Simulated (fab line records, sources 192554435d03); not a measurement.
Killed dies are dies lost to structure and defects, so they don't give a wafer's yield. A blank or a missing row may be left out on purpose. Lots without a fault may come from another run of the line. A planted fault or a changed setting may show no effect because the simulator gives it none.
Chamber matching | flow n5_finfet | N5_FIN_CUT_ETCH_21 on rie_diel-01: 4 sister chambers
The step etches SOC in N2/H2, target depth 219 nm, overetch 43.8 nm, time 523.5 s. 4 wafers are shown with their chamber, then 12 later ones without.

WAFERS WITH THEIR CHAMBER
wafer  | chamber | showerhead_plenum_p_Torr (Torr)
L087.1 | 1       | 2.53
L088.2 | 2       | 2.41
L088.5 | 3       | 2.49
L088.6 | 0       | 2.66

WAFERS WITHOUT THEIR CHAMBER
wafer  | showerhead_plenum_p_Torr (Torr)
L089.3 | 2.65
L089.4 | 2.41
L089.5 | 2.65
L091.1 | 2.41
L091.3 | 2.53
L091.4 | 2.48
L093.1 | 2.48
L093.2 | 2.41
L093.3 | 2.53
L095.2 | 2.48
L095.4 | 2.65
L095.5 | 2.48

WHICH CHAMBER EACH WENT THROUGH
wafer  | from the rows above | in truth
L089.3 | 0                   | 0
L089.4 | 2                   | 2
L089.5 | 0                   | 0
L091.1 | 2                   | 2
L091.3 | 1                   | 1
L091.4 | 3                   | 3
L093.1 | 3                   | 3
L093.2 | 2                   | 2
L093.3 | 1                   | 1
L095.2 | 3                   | 3
L095.4 | 0                   | 0
L095.5 | 3                   | 3
Placed correctly: 12 of 12. Can't be placed from these rows: 0. Placed wrongly: 0.
How it was worked out, from the rows above alone: a wafer's distance from a chamber is the root of the sum, over the readings, of the square of ((its reading less the chamber's mean) divided by the reading's scatter). The wafer belongs to the nearest chamber; if the next one is less than 2 further off, it can't be placed. A chamber's mean is the mean of its shown wafers. The scatter: with one shown wafer a chamber, the root of the mean of the squares of how far each hidden wafer lies from its nearest shown one.
